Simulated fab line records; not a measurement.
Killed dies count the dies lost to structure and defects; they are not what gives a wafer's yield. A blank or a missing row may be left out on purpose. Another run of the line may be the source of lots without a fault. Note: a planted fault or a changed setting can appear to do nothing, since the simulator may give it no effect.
fab line records	flow nandHarc
[record] lots = 7	wafers = 21	lastDay = 23
route steps=1159 shown P_GATE@138 END@1159
lots untouched by any fault: they come from a run of this same line in which no faults occurred
startH: hours from the record's first day to the start of the lot's first wafer shown	waitH: hours from the lot's prior step to this one	" repeats the value in the row above	L1.1+2: one row covering several wafers at once	- no value, or no start given	* or withheld: withheld	< > ~ a bound
route shown NAME@n: NAME is a module with steps in the file, n the number in the route of the first one	usual: mean/standard deviation taken from wafers without a fault	same: alike in all rows	chamber/n: place in a boat	sites: the reading at each site	_std_site: the standard deviation of these	_edge_site: mean of outer sites minus mean of inner sites	radiusMm: how far each site lies from the wafer's centre	mask NAME#n: copy n	behind: the tool/chamber that last shaped the wafer	hold: what put the lot on hold/how long, in hours/how the hold closed	device: names the non-switching transistor (n, p or np)	end of line: the route-end tests of the same wafers	a step without rows: its recipe alone	killed: at the first sort, the dies lost to defects and structure; wafer yield is something else	map: a wafer's dies, x killed, . not, _ none there
set.NAME: setting as actually run; set.NAME@STEP: the setting as run at that earlier step	model.NAME: the simulator's own value behind a step, which no gauge read
lots at selected steps of the route; one table per step, one row per wafer
services: the hour from which a tool's chamber was out of use, counted from the record's first day as startH (under 0 if before that day), plus the number of hours and why
[[steps]]
[step NHARC_P_GATE_EXPOSE_23]
[recipe] na = 1.35	targetCdNm = 120	doseMj = 93.91	maskId = P_GATE
[step NHARC_P_GATE_PEB_24]
[recipe] pebTempC = 100	pebTimeS = 65
[step NHARC_P_GATE_DEVELOP_25]
[recipe] developTimeS = 35	devTempC = 23
[step NHARC_P_GATE_CD_MEAS_26]
[recipe] targetCdNm = 120	landingEnergyEv = 500
[usual] cdNm = 120.0/0.57
lot.wafer	tool	chamber	startH	waitH	cdNm
L530.1	cdSem-01	0	110.68	-	119.9
L530.4	"	0	"	"	119.1
L530.6	"	0	"	"	120.5
L540.1	cdSem-02	0	166.90	-	119.9
L540.3	"	0	"	"	120.6
L540.4	"	0	"	"	120.2
L541.3	cdSem-02	0	186.50	-	119.7
L541.4	"	0	"	"	119.9
L541.5	"	0	"	"	119.7
L543.1	cdSem-03	0	191.49	-	120.5
L543.4	"	0	"	"	119.9
L543.5	"	0	"	"	119.2
L544.1	cdSem-03	0	192.13	-	119.9
L544.4	"	0	"	"	120.0
L544.5	"	0	"	"	120.2
L546.1	cdSem-03	0	203.06	-	120.1
L546.2	"	0	"	"	120.2
L546.6	"	0	"	"	120.7
L545.1	cdSem-01	0	203.13	-	118.9
L545.4	"	0	"	"	120.5
L545.6	"	0	"	"	120.1
[step NHARC_P_GATE_OVL_MEAS_27]
[usual] overlayXNm = 0.0/0.83	overlayYNm = -0.2/0.79
lot.wafer	tool	chamber	startH	waitH	overlayXNm	overlayYNm
L530.1	overlay-02	-	110.77	-	-1.5	-1.6
L530.4	"	-	"	"	-0.6	-0.7
L530.6	"	-	"	"	-0.9	-1.3
L540.1	overlay-01	-	166.99	-	-1.0	0.0
L540.3	"	-	"	"	-1.4	0.6
L540.4	"	-	"	"	-1.4	0.3
L541.3	overlay-02	-	186.59	-	-1.3	-0.9
L541.4	"	-	"	"	-1.6	-0.3
L541.5	"	-	"	"	-1.6	-0.7
L543.1	overlay-01	-	191.58	-	0.6	0.5
L543.4	"	-	"	"	1.1	0.9
L543.5	"	-	"	"	0.9	1.0
L544.1	overlay-02	-	192.22	-	1.0	0.6
L544.4	"	-	"	"	0.2	1.0
L544.5	"	-	"	"	0.8	0.8
L546.1	overlay-01	-	203.14	-	0.9	-1.2
L546.2	"	-	"	"	0.6	-1.2
L546.6	"	-	"	"	0.4	-0.7
L545.1	overlay-02	-	203.22	-	-1.0	-0.1
L545.4	"	-	"	"	-1.7	-0.7
L545.6	"	-	"	"	-1.3	-0.5
[step NHARC_P_GATE_INSPECT_28]
[usual] rawDefectCount = 6/3.3
lot.wafer	tool	chamber	startH	waitH	rawDefectCount
L530.1	defectInspect-01	-	110.81	0.0	9
L530.4	"	-	"	"	6
L530.6	"	-	"	"	6
L540.1	defectInspect-01	-	167.02	0.0	3
L540.3	"	-	"	"	4
L540.4	"	-	"	"	1
L541.3	defectInspect-02	-	186.63	0.0	13
L541.4	"	-	"	"	8
L541.5	"	-	"	"	11
L543.1	defectInspect-01	-	191.61	0.0	4
L543.4	"	-	"	"	8
L543.5	"	-	"	"	9
L544.1	defectInspect-02	-	192.25	0.0	5
L544.4	"	-	"	"	4
L544.5	"	-	"	"	4
L546.1	defectInspect-02	-	203.18	0.0	9
L546.2	"	-	"	"	3
L546.6	"	-	"	"	4
L545.1	defectInspect-02	-	203.25	0.0	3
L545.4	"	-	"	"	5
L545.6	"	-	"	"	7
[step NHARC_P_GATE_DESCUM_31]
[recipe] timeS = 3	o2FlowSccm = 200	arFlowSccm = 0	biasPowerW = 0	chemistry = O2
[usual] drypumpMotorCurrentA = 5.5/0.36	oesProductAu = 0.999/0.011	rfVppV = 57.7/0.86	showerheadPlenumPTorr = 1.93/0.093	throttleValvePct = 11.310/0.0087
lot.wafer	tool	chamber	startH	waitH	drypumpMotorCurrentA	oesProductAu	rfHoursCounterH	rfVppV	showerheadPlenumPTorr	throttleValvePct
L530.1	rieDiel-06	0	110.90	0.1	5.7	1.012	15	58.5	1.83	11.308
L530.4	"	2	"	"	5.6	1.021	17	58.1	1.78	11.303
L530.6	"	3	"	"	6.1	0.984	-	56.9	1.82	11.312
L540.1	rieDiel-07	0	167.09	0.1	5.0	0.986	20	58.2	1.97	11.316
L540.3	"	1	"	"	5.5	1.014	21	57.1	2.04	11.321
L540.4	"	2	"	"	5.4	0.988	25	57.6	1.97	11.297
L541.4	rieDiel-06	1	186.69	0.1	5.0	0.999	44	57.4	1.87	11.314
L541.3	"	2	"	"	5.6	1.002	44	56.3	1.77	11.302
L541.5	"	2	"	"	5.6	1.019	-	56.8	1.78	11.310
L543.1	rieDiel-07	1	191.68	0.1	5.5	1.012	24	58.9	2.04	11.311
L543.4	"	3	"	"	5.6	0.992	25	59.7	2.04	11.292
L543.5	"	1	"	"	5.5	1.003	-	58.1	2.04	11.314
L544.1	rieDiel-07	1	192.32	0.1	5.5	1.002	25	58.8	2.04	11.308
L544.4	"	2	"	"	5.4	0.992	28	58.0	1.97	11.315
L544.5	"	1	"	"	5.5	1.004	-	58.3	2.04	11.308
L546.2	rieDiel-07	2	203.24	0.1	5.4	0.997	32	56.7	1.97	11.318
L546.1	"	1	"	"	5.5	0.992	28	58.0	2.04	11.310
L546.6	"	3	"	"	5.6	0.985	-	59.5	2.04	11.300
L545.4	rieDiel-03	1	203.31	0.1	6.3	1.001	60	59.3	1.97	11.327
L545.1	"	2	"	"	4.7	0.988	59	57.7	1.99	11.317
L545.6	"	1	"	"	6.3	1.007	-	57.7	1.97	11.324
[step NHARC_P_GATE_ETCH_104]
[recipe] targetDepthA = 600	timeS = withheld	cf4FlowSccm = 100	chf3FlowSccm = 30	arFlowSccm = 0	rfW = 500	biasW = 200	chemistry = CF4/CHF3
[step NHARC_P_GATE_HM_OPEN_105]
[recipe] targetDepthA = 3600	o2FlowSccm = 400	cosFlowSccm = 20	arFlowSccm = 0	rfW = 500	biasW = 300	chemistry = O2/COS
[step NHARC_P_GATE_STRIP_106]
[recipe] o2FlowSccm = 400	cosFlowSccm = 20	arFlowSccm = 0	biasW = 0	chemistry = O2/COS
[step NHARC_P_GATE_ETCH_114]
[recipe] targetDepthA = 300	overetchA = 30	timeS = 16.5	ionEnergyEv = 100	cf4FlowSccm = 80	o2FlowSccm = 20	arFlowSccm = 0	rfW = 300	biasW = 100	chemistry = CF4/O2
[step NHARC_P_GATE_ETCH_32]
[recipe] targetDepthA = 1500	overEtchFrac = 1	overEtchIonEnergyEv = 40	timeS = 100.1	hbrFlowSccm = 150	cl2FlowSccm = 50	rfW = 400	icpW = 400	biasW = 100	chemistry = HBr/Cl2
[step NHARC_P_GATE_STRIP_108]
[recipe] o2FlowSccm = 500	arFlowSccm = 0	biasW = 0	chemistry = O2
[usual] drypumpMotorCurrentA = 5.5/0.31	oesProductAu = 0.997/0.01	rfVppV = 58.1/0.89	showerheadPlenumPTorr = 3.63/0.13	throttleValvePct = 17.037/0.0093
lot.wafer	tool	chamber	startH	waitH	drypumpMotorCurrentA	oesProductAu	rfHoursCounterH	rfVppV	showerheadPlenumPTorr	throttleValvePct
L530.1	rieDiel-03	3	111.51	-	5.5	0.991	24	58.1	3.30	17.040
L530.4	"	2	"	"	4.7	0.994	25	57.7	3.68	17.036
L530.6	"	3	"	"	5.5	0.993	-	57.1	3.30	17.037
L540.1	rieDiel-07	3	167.71	-	5.6	0.994	22	57.7	3.75	17.021
L540.3	"	0	"	"	5.1	0.996	20	59.4	3.62	17.050
L540.4	"	2	"	"	5.5	1.003	25	57.7	3.63	17.040
L541.4	rieDiel-07	2	187.38	-	5.4	0.989	28	57.7	3.62	17.030
L541.3	"	0	"	"	5.1	0.995	23	58.0	3.62	17.026
L541.5	"	1	"	"	5.5	1.005	-	60.3	3.74	17.041
L543.1	rieDiel-07	2	192.39	-	5.5	0.997	28	58.7	3.62	17.060
L543.4	"	0	"	"	5.1	0.995	24	57.4	3.62	17.037
L543.5	"	2	"	"	5.4	0.985	-	58.5	3.62	17.043
L544.4	rieDiel-07	0	193.02	-	5.1	0.987	24	57.7	3.62	17.020
L544.1	"	2	"	"	5.5	0.988	28	58.2	3.62	17.040
L544.5	"	3	"	"	5.6	0.980	-	58.6	3.75	17.022
L546.1	rieDiel-07	0	203.86	-	5.1	1.009	27	57.9	3.61	17.041
L546.2	"	2	"	"	5.4	0.996	32	59.7	3.62	17.026
L546.6	"	0	"	"	5.1	1.012	-	58.3	3.61	17.032
L545.4	rieDiel-07	3	204.09	-	5.6	0.984	29	59.4	3.75	17.035
L545.1	"	0	"	"	5.1	1.016	27	58.3	3.61	17.020
L545.6	"	2	"	"	5.5	1.000	-	59.9	3.62	17.051
[step NHARC_P_GATE_CD_MEAS_33]
[usual] cdNm = 119.2/2.9
lot.wafer	tool	chamber	startH	waitH	cdNm
L530.1	cdSem-02	-	111.70	-	121.5
L530.4	"	-	"	"	118.9
L530.6	"	-	"	"	122.1
L540.1	cdSem-03	-	167.88	-	118.3
L540.3	"	-	"	"	113.9
L540.4	"	-	"	"	120.9
L541.3	cdSem-02	-	187.54	-	118.4
L541.4	"	-	"	"	119.0
L541.5	"	-	"	"	120.2
L543.1	cdSem-02	-	192.55	-	115.7
L543.4	"	-	"	"	110.3
L543.5	"	-	"	"	115.5
L544.1	cdSem-01	-	193.18	-	119.7
L544.4	"	-	"	"	115.8
L544.5	"	-	"	"	116.8
L546.1	cdSem-02	-	204.04	-	116.6
L546.2	"	-	"	"	121.7
L546.6	"	-	"	"	121.9
L545.1	cdSem-02	-	204.25	-	119.0
L545.4	"	-	"	"	118.4
L545.6	"	-	"	"	115.6
[step NHARC_P_GATE_STRIP_35]
[recipe] timeS = 600	tempC = 130	chemistry = SPM
[step NHARC_P_GATE_PRECLEAN_73]
[recipe] timeS = *	tempC = 50	bathAgeMin = 0	chemistry = SC1
[step NHARC_P_GATE_SRD_74]
[step NHARC_P_GATE_ALD_36]
[recipe] targetThkA = 200	pulseTimeS = 60	aldCycles = 223	tempC = 400	material = SiNx
[usual] heaterPowerW = 772/86	precursorPulseHeightRel = 0.999/0.018
lot.wafer	tool	chamber	startH	waitH	heaterPowerW	precursorPulseHeightRel
L530.4	aldSin-02	2	112.16	-	834	1.011
L530.1	"	0	114.25	-	769	1.001
L530.6	"	2	116.33	-	808	0.993
L540.1	aldSin-03	3	168.34	-	770	1.018
L540.4	"	1	170.49	-	629	0.983
L540.3	"	2	171.56	-	825	1.002
L541.3	aldSin-02	3	189.07	-	941	1.003
L541.4	"	1	191.22	-	730	1.031
L541.5	"	3	193.37	-	925	1.003
L543.4	aldSin-03	3	194.20	-	766	1.029
L543.1	"	0	195.26	-	813	0.983
L543.5	"	0	199.50	-	793	0.990
L544.4	aldSin-02	1	194.45	-	734	1.034
L544.1	"	0	197.58	-	756	0.996
L544.5	"	2	199.67	-	824	1.006
L546.2	aldSin-04	2	204.50	-	915	1.005
L546.1	"	3	205.57	-	688	1.012
L546.6	"	2	208.80	-	920	1.003
L545.1	aldSin-03	1	204.71	-	614	1.004
L545.4	"	0	207.87	-	803	0.979
L545.6	"	1	208.93	-	630	0.981
[step NHARC_P_GATE_ETCHBACK_37]
[recipe] targetDepthA = 345	timeS = 17.2	chf3FlowSccm = 50	o2FlowSccm = 10	arFlowSccm = 200	rfW = 500	biasW = 200	chemistry = CHF3/O2
[step NHARC_P_GATE_STRIP_101]
[recipe] timeS = 20	o2FlowSccm = 500	arFlowSccm = 0	biasW = 0	chemistry = O2
[usual] drypumpMotorCurrentA = 5.5/0.46	oesProductAu = 0.997/0.011	rfVppV = 57.9/0.88	showerheadPlenumPTorr = 3.56/0.16	throttleValvePct = 17.037/0.0084
lot.wafer	tool	chamber	startH	waitH	drypumpMotorCurrentA	oesProductAu	rfHoursCounterH	rfVppV	showerheadPlenumPTorr	throttleValvePct
L530.1	rieDiel-06	1	121.69	0.1	5.0	0.988	19	56.9	3.47	17.029
L530.4	"	2	"	"	5.6	1.014	20	57.4	3.30	17.033
L530.6	"	2	"	"	5.6	1.008	-	58.2	3.30	17.042
L540.4	rieDiel-03	3	178.06	0.1	5.5	0.988	44	56.3	3.29	17.034
L540.3	"	0	"	"	5.5	0.993	45	57.4	3.50	17.034
L540.1	"	2	"	"	4.7	0.986	47	57.3	3.67	17.033
L541.4	rieDiel-07	3	197.71	0.1	5.6	0.991	27	58.6	3.75	17.052
L541.3	"	0	"	"	5.1	1.005	25	58.1	3.62	17.031
L541.5	"	3	"	"	5.6	0.982	-	59.2	3.75	17.037
L543.1	rieDiel-07	2	203.83	0.1	5.4	1.001	32	57.4	3.62	17.040
L543.4	"	0	"	"	5.1	1.004	27	55.8	3.61	17.038
L543.5	"	2	"	"	5.4	0.999	-	57.4	3.62	17.049
L544.1	rieDiel-03	2	203.98	0.1	4.7	0.984	59	57.4	3.66	17.028
L544.4	"	1	"	"	6.3	1.006	60	55.6	3.62	17.031
L544.5	"	2	"	"	4.7	0.982	-	58.9	3.66	17.037
L546.1	rieDiel-03	1	214.22	0.1	6.3	0.993	65	56.8	3.62	17.035
L546.2	"	2	"	"	4.7	0.977	64	58.3	3.66	17.042
L546.6	"	1	"	"	6.3	0.999	-	58.0	3.62	17.022
L545.1	rieDiel-03	1	214.33	0.1	6.3	1.009	65	58.1	3.62	17.027
L545.4	"	2	"	"	4.7	0.986	64	57.8	3.66	17.036
L545.6	"	2	"	"	4.7	0.989	-	58.3	3.66	17.043
[step NHARC_P_GATE_PRECLEAN_97]
[recipe] timeS = 600	tempC = 120	chemistry = SPM
[step NHARC_P_GATE_SRD_98]
[step NHARC_P_GATE_PRECLEAN_99]
[recipe] timeS = *	tempC = 50	bathAgeMin = 0	chemistry = SC1
[step NHARC_P_GATE_SRD_100]
[step NHARC_P_GATE_DEHYDRATE_38]
[recipe] tempC = 150	timeS = 120
[step NHARC_P_GATE_HMDS_39]
[recipe] timeS = 30
[step NHARC_P_GATE_COAT_40]
[recipe] spinRpm = 3000
[step NHARC_P_GATE_SOFTBAKE_41]
[recipe] tempC = 122	timeS = 95
[step NHARC_P_GATE_EBR_42]
[step NHARC_P_GATE_EXPOSE_43]
[recipe] na = 0.6	targetCdNm = 720	doseMj = 14.81	maskId = P_NSD
[step NHARC_P_GATE_PEB_44]
[recipe] pebTempC = 118	pebTimeS = 85
[step NHARC_P_GATE_DEVELOP_45]
[recipe] timeS = 70
[step NHARC_P_GATE_CD_MEAS_46]
[recipe] targetCdNm = 720	landingEnergyEv = 500
[usual] cdNm = 719.8/1.8
lot.wafer	tool	chamber	startH	waitH	cdNm
L530.1	cdSem-01	0	122.61	-	719.3
L530.4	"	0	"	"	717.8
L530.6	"	0	"	"	721.6
L540.1	cdSem-02	0	178.98	-	722.9
L540.3	"	0	"	"	721.8
L540.4	"	0	"	"	720.5
L541.3	cdSem-02	0	198.65	-	717.9
L541.4	"	0	"	"	718.9
L541.5	"	0	"	"	720.0
L543.1	cdSem-02	0	204.74	-	723.5
L543.4	"	0	"	"	722.9
L543.5	"	0	"	"	722.3
L544.1	cdSem-01	0	204.90	-	717.5
L544.4	"	0	"	"	720.9
L544.5	"	0	"	"	717.8
L546.1	cdSem-03	0	215.15	-	722.9
L546.2	"	0	"	"	717.6
L546.6	"	0	"	"	720.4
L545.1	cdSem-02	0	215.31	-	719.7
L545.4	"	0	"	"	720.3
L545.6	"	0	"	"	718.6
[step NHARC_P_GATE_HARDBAKE_47]
[recipe] tempC = 125	timeS = 80
[step NHARC_P_GATE_DESCUM_48]
[recipe] timeS = 3	o2FlowSccm = 200	arFlowSccm = 0	biasPowerW = 0	chemistry = O2
[step NHARC_P_GATE_IMPLANT_49]
[recipe] energyKev = 30	doseCm2 = 3e+15	tiltDeg = 7
[step NHARC_P_GATE_STRIP_111]
[recipe] powerW = 1500	tempC = 110	timeS = 250	chemistry = N2/H2
[usual] drypumpMotorCurrentA = 5.7/0.31	heaterPowerW = 92/11
lot.wafer	tool	chamber	startH	waitH	drypumpMotorCurrentA	heaterPowerW	rfHoursCounterH
L530.1	plasmaAsher-01	1	123.13	0.2	5.5	87	5
L530.4	"	0	"	"	6.0	82	-
L530.6	"	1	"	"	5.5	87	-
L540.1	plasmaAsher-01	0	179.56	0.2	6.1	85	20
L540.3	"	1	"	"	5.5	88	-
L540.4	"	0	"	"	6.1	85	-
L541.4	plasmaAsher-02	1	199.31	0.2	5.3	88	-
L541.3	"	0	"	"	6.0	108	-
L541.5	"	0	"	"	6.0	105	-
L543.1	plasmaAsher-02	0	205.28	0.2	6.0	106	5
L543.4	"	1	"	"	5.3	87	-
L543.5	"	0	"	"	6.0	108	-
L544.1	plasmaAsher-01	0	205.43	0.2	6.0	86	32
L544.4	"	1	"	"	5.4	87	-
L544.5	"	0	"	"	6.0	86	-
L546.1	plasmaAsher-02	1	215.74	0.2	5.3	89	10
L546.2	"	0	"	"	6.0	104	10
L546.6	"	1	"	"	5.3	87	-
L545.1	plasmaAsher-01	1	215.92	0.2	5.4	87	36
L545.4	"	1	"	"	5.4	86	-
L545.6	"	0	"	"	6.0	85	-
[step NHARC_P_GATE_STRIP_75]
[recipe] powerW = 1500	tempC = 250	chemistry = O2
[usual] drypumpMotorCurrentA = 5.7/0.32	heaterPowerW = 346/40
lot.wafer	tool	chamber	startH	waitH	drypumpMotorCurrentA	heaterPowerW	rfHoursCounterH
L530.1	plasmaAsher-01	1	123.44	0.3	5.4	328	5
L530.4	"	0	"	"	6.0	321	-
L530.6	"	1	"	"	5.4	332	-
L540.1	plasmaAsher-01	0	179.83	0.2	6.0	317	20
L540.3	"	1	"	"	5.4	320	-
L540.4	"	0	"	"	6.0	322	-
L541.4	plasmaAsher-02	1	199.53	0.2	5.3	329	-
L541.3	"	0	"	"	6.0	397	-
L541.5	"	0	"	"	6.0	392	-
L543.1	plasmaAsher-02	0	205.58	0.2	6.0	405	5
L543.4	"	1	"	"	5.3	344	-
L543.5	"	0	"	"	6.0	394	-
L544.1	plasmaAsher-01	0	205.73	0.3	6.1	323	32
L544.4	"	1	"	"	5.4	327	-
L544.5	"	0	"	"	6.0	326	-
L546.1	plasmaAsher-02	1	216.05	0.3	5.3	338	10
L546.2	"	0	"	"	6.0	410	10
L546.6	"	1	"	"	5.3	330	-
L545.1	plasmaAsher-01	1	216.22	0.2	5.5	326	37
L545.4	"	1	"	"	5.4	325	-
L545.6	"	0	"	"	6.0	321	-
[step NHARC_P_GATE_STRIP_50]
[recipe] timeS = 900	tempC = 130	chemistry = SPM
[step NHARC_P_GATE_DEHYDRATE_51]
[recipe] tempC = 150	timeS = 120
[step NHARC_P_GATE_HMDS_52]
[recipe] timeS = 30
[step NHARC_P_GATE_COAT_53]
[recipe] spinRpm = 3000
[step NHARC_P_GATE_INSPECT_68]
[usual] rawDefectCount = 222/77
lot.wafer	tool	chamber	startH	waitH	rawDefectCount
L530.1	defectInspect-02	-	129.05	0.2	145
L530.4	"	-	"	"	250
L530.6	"	-	"	"	291
L540.1	defectInspect-02	-	185.53	0.2	184
L540.3	"	-	"	"	282
L540.4	"	-	"	"	196
L541.3	defectInspect-01	-	205.35	0.1	214
L541.4	"	-	"	"	223
L541.5	"	-	"	"	298
L543.1	defectInspect-02	-	211.15	0.2	217
L543.4	"	-	"	"	175
L543.5	"	-	"	"	124
L544.1	defectInspect-01	-	212.10	0.2	1635
L544.4	"	-	"	"	321
L544.5	"	-	"	"	366
L546.1	defectInspect-02	-	221.89	0.2	173
L546.2	"	-	"	"	1436
L546.6	"	-	"	"	80
L545.1	defectInspect-02	-	222.30	0.2	167
L545.4	"	-	"	"	316
L545.6	"	-	"	"	1446
[step NHARC_END_SORT_01]
[recipe] tempC = 25
[usual] killedAtArray = 21/8.9	killedAtOther = 0.8/1.3	killedAtPeriphery = 3.6/2.4	killedDies = 26/8.9	killedOpen = 3.1/1.8	killedShort = 1.9/1.3
[same] grossDies = 677
lot.wafer	tool	chamber	startH	waitH	killedAtArray	killedAtOther	killedAtPeriphery	killedDies	killedOpen	killedShort
L541.3	prober-01	0	537.10	3.1	26	1	3	30	5	1
L546.1	prober-01	0	543.34	2.5	28	0	0	28	2	2
L546.2	prober-01	0	544.13	2.8	27	0	48	75	6	1
L546.6	prober-01	0	547.32	4.0	22	0	1	23	2	1
L543.1	prober-02	0	550.93	2.5	16	1	3	20	0	2
L543.4	prober-02	0	553.36	3.4	12	0	2	14	4	0
L543.5	prober-02	0	554.17	3.7	16	0	6	22	2	1
L544.1	prober-01	0	551.08	2.5	23	1	52	76	2	5
L544.4	prober-01	0	553.49	3.4	30	0	1	31	4	3
L544.5	prober-01	0	554.29	3.7	21	0	2	23	4	2
L545.6	prober-02	0	562.77	4.0	15	0	52	67	4	4
// killed by level:class
L541.3 A_CHANNEL_HOLE_D1:chamberFilmFlake=16 A_STAIRCASE:chamberFilmFlake=4 A_CONTACT:geometricParticle:open=2 P_STI:geometricParticle:open=1 A_CONTACT:geometricParticle:short=1 A_M0:geometricParticle:open=1 A_M1:geometricParticle:open=1 P_ZERO_WELL:chamberFilmFlake=1
L546.1 A_CHANNEL_HOLE_D1:chamberFilmFlake=20 A_STAIRCASE:chamberFilmFlake=3 A_CONTACT:geometricParticle:open=2 A_CHANNEL_HOLE_D1:geometricParticle:short=1 A_WL_FILL:geometricParticle:short=1 A_CONTACT:chamberFilmFlake=1
L546.2 P_GATE:unspecified=46 A_CHANNEL_HOLE_D1:chamberFilmFlake=19 P_GATE:geometricParticle:open=2 A_CONTACT:geometricParticle:open=2 A_CHANNEL_HOLE_D1:geometricParticle:short=1 A_CHANNEL_HOLE_D1:geometricParticle:open=1 A_SGD_CUT:geometricParticle:open=1 A_STAIRCASE:chamberFilmFlake=1
L546.6 A_CHANNEL_HOLE_D1:chamberFilmFlake=16 A_CONTACT:chamberFilmFlake=3 A_CONTACT:geometricParticle:open=2 A_BLC:geometricParticle:short=1 P_GATE:chamberFilmFlake=1
L543.1 A_CONTACT:chamberFilmFlake=7 A_CHANNEL_HOLE_D1:chamberFilmFlake=6 A_WL_FILL:geometricParticle:short=1 A_M0:geometricParticle:short=1 P_STI:chamberFilmFlake=1 P_GATE:chamberFilmFlake=1 P_M0:chamberFilmFlake=1 A_SLIT:chamberFilmFlake=1
L544.1 P_GATE:unspecified=47 A_CHANNEL_HOLE_D1:chamberFilmFlake=19 P_M0:geometricParticle:short=2 P_GATE:geometricParticle:open=1 A_SOURCE_PLATE:geometricParticle:short=1 A_CONTACT:geometricParticle:open=1 A_M1:geometricParticle:short=1 STARTING-WAFER:geometricParticle:short=1
L543.4 A_CHANNEL_HOLE_D1:chamberFilmFlake=5 A_CONTACT:chamberFilmFlake=4 P_CONTACT:geometricParticle:open=2 A_CHANNEL_FILL_D1:geometricParticle:open=1 A_M0:geometricParticle:open=1 A_STAIRCASE:chamberFilmFlake=1
L544.4 A_CHANNEL_HOLE_D1:chamberFilmFlake=20 A_STAIRCASE:chamberFilmFlake=3 A_ONON_D1:geometricParticle:short=2 P_GATE:geometricParticle:open=1 A_CHANNEL_FILL_D1:geometricParticle:open=1 A_WL_FILL:geometricParticle:open=1 A_WL_FILL:geometricParticle:short=1 A_BLC:geometricParticle:open=1
L543.5 A_CONTACT:chamberFilmFlake=7 A_CHANNEL_HOLE_D1:chamberFilmFlake=4 P_GATE:chamberFilmFlake=3 A_STAIRCASE:chamberFilmFlake=3 P_STI:chamberFilmFlake=2 P_CONTACT:geometricParticle:open=1 A_CONTACT:geometricParticle:short=1 A_M0:geometricParticle:open=1
L544.5 A_CHANNEL_HOLE_D1:chamberFilmFlake=16 A_CONTACT:geometricParticle:open=2 P_GATE:geometricParticle:open=1 P_CONTACT:geometricParticle:open=1 A_WL_FILL:geometricParticle:short=1 A_M1:geometricParticle:short=1 A_WL_FILL:chamberFilmFlake=1
L545.6 P_GATE:unspecified=49 A_SLIT:chamberFilmFlake=3 A_CHANNEL_HOLE_D1:chamberFilmFlake=3 P_GATE:chamberFilmFlake=2 A_BLC:geometricParticle:open=2 P_M0:geometricParticle:short=1 A_SOURCE_PLATE:geometricParticle:open=1 A_ONON_D1:geometricParticle:short=1
// map L544.1 (x killed, . not)
____________x____________
_________..xxxxx_________
_______.....xxxxxx_______
______......xxxxxxx______
_____........xxxxxxx_____
____..x......xxxxxxx.____
____..........xxxxxxx____
___...........xxxxx...___
___.x.................___
__.............x.x.....__
__.....................__
_......................._
_......x.x.............._
_...x.x.............xx.._
_....x.x..x............._
_...x..xx..............._
......x.x................
....xxx................x.
...x.xx...x..............
......x..................
.........................
_..x....x..............._
_......................._
_......................._
_......................._
_......................._
__.....................__
__x....................__
___...................___
___...................___
____.................____
____.................____
_____..............._____
______.............______
_______....x......_______
_________......._________
____________.____________
// map L545.6 (x killed, . not)
____________x____________
_________.xxxxxx_________
_______....xxxxxxx_______
______.......xxxxxx______
_____.......xxxxxxxx_____
____..x.....xxxxxxxx.____
____........xxxxxxx.x____
___...........xxxx....___
___............xxx....___
__.....x.......x.......__
__..................x.x__
_.................x....._
_......x................_
_......................._
_......................._
_...x..................._
.........................
.........................
.........................
.........................
.........................
_.......x..............._
_......................._
_......................._
_......................._
_..........x............_
__.....................__
__............x........__
___...................___
___...................___
____...........x.....____
____.................____
_____..............._____
______.............______
_______.....x....._______
_________xx.x..._________
____________.____________
[[services]]
tool	chamber	startH	hours	kind
aldSin-02	3	96.77	9.5	repair
plasmaAsher-01	-	99.23	9.0	pm
rieDiel-06	3	99.58	9.5	repair
aldSin-03	-	104.20	10.0	pm
rieDiel-07	0	109.32	-	clean
rieDiel-07	1	109.32	-	clean
rieDiel-07	2	109.32	-	clean
rieDiel-07	3	109.32	-	clean
rieDiel-07	0	133.82	-	clean
rieDiel-07	1	133.82	-	clean
rieDiel-07	2	133.82	-	clean
rieDiel-07	3	133.82	-	clean
rieDiel-07	0	158.32	-	clean
rieDiel-07	1	158.32	-	clean
rieDiel-07	2	158.32	-	clean
rieDiel-07	3	158.32	-	clean
plasmaAsher-01	-	164.29	6.1	repair
rieDiel-07	0	182.82	-	clean
plasmaAsher-02	-	183.76	9.0	pm
aldSin-04	-	186.00	10.0	pm
plasmaAsher-02	-	195.00	1.2	repair
rieDiel-06	-	209.21	0.9	repair
rieDiel-06	3	214.06	39.4	repair
rieDiel-03	-	215.83	9.0	pm
[[key]]
[firstSign] step = NHARC_P_GATE_INSPECT_68	reading = rawDefectCount	direction = up	sigmas = 17	usual = 222	struck = 1506
[effect] step = NHARC_END_SORT_01	reading = killedAtPeriphery	direction = up	sigmas = 19	usual = 3.6	struck = 50.7
[moreKillsBornAt] NHARC_P_GATE_STRIP_108@rieDiel-07 = 142
metAt NHARC_P_GATE_STRIP_108
struckWafers L544.1,L545.6,L546.2
testerLeftOut L544,L545,L546
onsetBetween 192.39 193.02
[fault] kind = chamberParticleSource	tool = rieDiel-07	chamber = 2	onsetH = 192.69	steps = NHARC_P_GATE_STRIP_108	ratePerVisitCm2 = 1.9784	endH = 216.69
// testerLeftOut: of these lots the tester's yield and bins aren't shown, on N5 and GAA mostly nor the transistor test; their killed dies are dies lost to structure and defects alone, not to doping, threshold or leakage, so they don't give the yield
